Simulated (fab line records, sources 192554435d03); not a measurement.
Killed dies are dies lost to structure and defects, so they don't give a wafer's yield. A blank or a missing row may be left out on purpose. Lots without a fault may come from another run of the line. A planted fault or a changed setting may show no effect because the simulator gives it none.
Split-lot experiment | flow n5_finfet | 7 lots, 21 wafers read, on a route of 1938 steps

THE SPLIT
At N5_BEOL_M10_ILD_DEP_00 (deposits SiCOH lowk from DEMS/porogen, target thk 308.51 nm, time 58 s), the setting time_s was moved away from the recipe's 58 s on 11 of the 21 wafers read, by -13.2% to +14.7%. The other wafers ran this setting at the recipe's value.

FROM THE SPLIT TO THE READING: what the file shows between them, 1 step
- N5_BEOL_M10_CURE_71: cures SiCOH lowk, time 240 s

THE READING
M10_ILD_THK, in nm, at N5_BEOL_M10_THK_MEAS_01. Fault-free wafers of this fab line usually give 267 nm, standard deviation 3.2 nm.

wafer  | tool, chamber at the split | time_s as run, s | against the recipe | M10_ILD_THK, nm | against lot-mates on the recipe
L077.2 | pecvd-04, 0                | 50.33            | -13.2%             | 232             | -41
L077.3 | pecvd-04, 2                | 50.33            | -13.2%             | 229             | -44
L077.4 | pecvd-04, 0                | 58               | recipe             | 273             | -
L080.2 | pecvd-02, 0                | 66.52            | +14.7%             | 304             | +34
L080.4 | pecvd-02, 2                | 58               | recipe             | 269             | -
L080.5 | pecvd-02, 1                | 58               | recipe             | 270             | -
L084.1 | pecvd-02, 0                | 65.02            | +12.1%             | 295             | no lot-mate on the recipe
L084.2 | pecvd-02, 1                | 65.02            | +12.1%             | 295             | no lot-mate on the recipe
L084.4 | pecvd-02, 0                | 65.02            | +12.1%             | 303             | no lot-mate on the recipe
L087.2 | pecvd-01, 2                | 54.73            | -5.6%              | 249             | -27
L087.3 | pecvd-01, 0                | 54.73            | -5.6%              | 255             | -21
L087.5 | pecvd-01, 1                | 58               | recipe             | 276             | -
L085.2 | pecvd-01, 0                | 58               | recipe             | 266             | -
L085.4 | pecvd-01, 0                | 51.94            | -10.4%             | 243             | -24
L085.5 | pecvd-01, 2                | 58               | recipe             | 267             | -
L091.1 | pecvd-04, 1                | 65.49            | +12.9%             | 299             | +30
L091.4 | pecvd-04, 0                | 58               | recipe             | 269             | -
L091.6 | pecvd-04, 0                | 65.49            | +12.9%             | 308             | +39
L090.2 | pecvd-02, 0                | 58               | recipe             | 261             | -
L090.3 | pecvd-02, 2                | 58               | recipe             | 264             | -
L090.5 | pecvd-02, 2                | 58               | recipe             | 262             | -

THE FIT
A straight line over all 21 wafers: M10_ILD_THK changes by +2.63 nm for each +1% of time_s; r = +0.98; the points scatter about the line by 4.3 nm.
The same after taking each lot's own level away (the mean of its wafers on the recipe; 18 wafers): +2.82 nm for each +1%; r = +0.98; scatter 4.3 nm.
On that fit, the largest move of time_s shifts the reading by 41 nm.
The lots' own levels span 262.3 to 276.0 nm, that is 4.3 times the standard deviation above.
So the lot-to-lot level changes the slope little: the two slopes agree.
Check: with one of the wafers moved furthest among these (+14.7%) left out of the fit, the line predicts +41.6 nm for it against its lot-mates. It came out at +34.5 nm against them.

OTHER SPLITS ON THESE WAFERS
These wafers also went through other splits before the reading. Each is held against what the fit with the lots' levels taken away leaves over:
other split on the same wafers   | wafers away from the commonest value | r with M10_ILD_THK (lot level and that fit taken away)
N5_BEOL_M8_COAT_60 spin_rpm      | 7                                    | -0.15
N5_BEOL_M8_TRENCH_ETCH_37 bias_w | 9                                    | +0.15

THE WHOLE CHAIN: every reading that the file lists as answering this split, in the file's order
step                    | what it does                                                           | reading                                                                                   | change (the file's fit)              | r (the file's)
N5_BEOL_M10_ILD_DEP_00  | deposits SiCOH lowk from DEMS/porogen, target thk 308.51 nm, time 58 s | SiCOH_lowk_of_BEOL_M10_ILD_DEP_00.thk_nm (the simulator's own value, which no gauge read) | +3.09 nm for each +1% of the setting | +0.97
N5_BEOL_M10_CURE_71     | cures SiCOH lowk, time 240 s                                           | SiCOH_lowk_of_BEOL_M10_ILD_DEP_00.thk_nm (the simulator's own value, which no gauge read) | +2.73 nm for each +1% of the setting | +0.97
N5_BEOL_M10_THK_MEAS_01 |                                                                        | M10_ILD_THK                                                                               | +2.74 for each +1% of the setting    | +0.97

THE FILE'S OWN FIT
M10_ILD_THK changes by +2.74 nm for each +1% of time_s, r = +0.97.
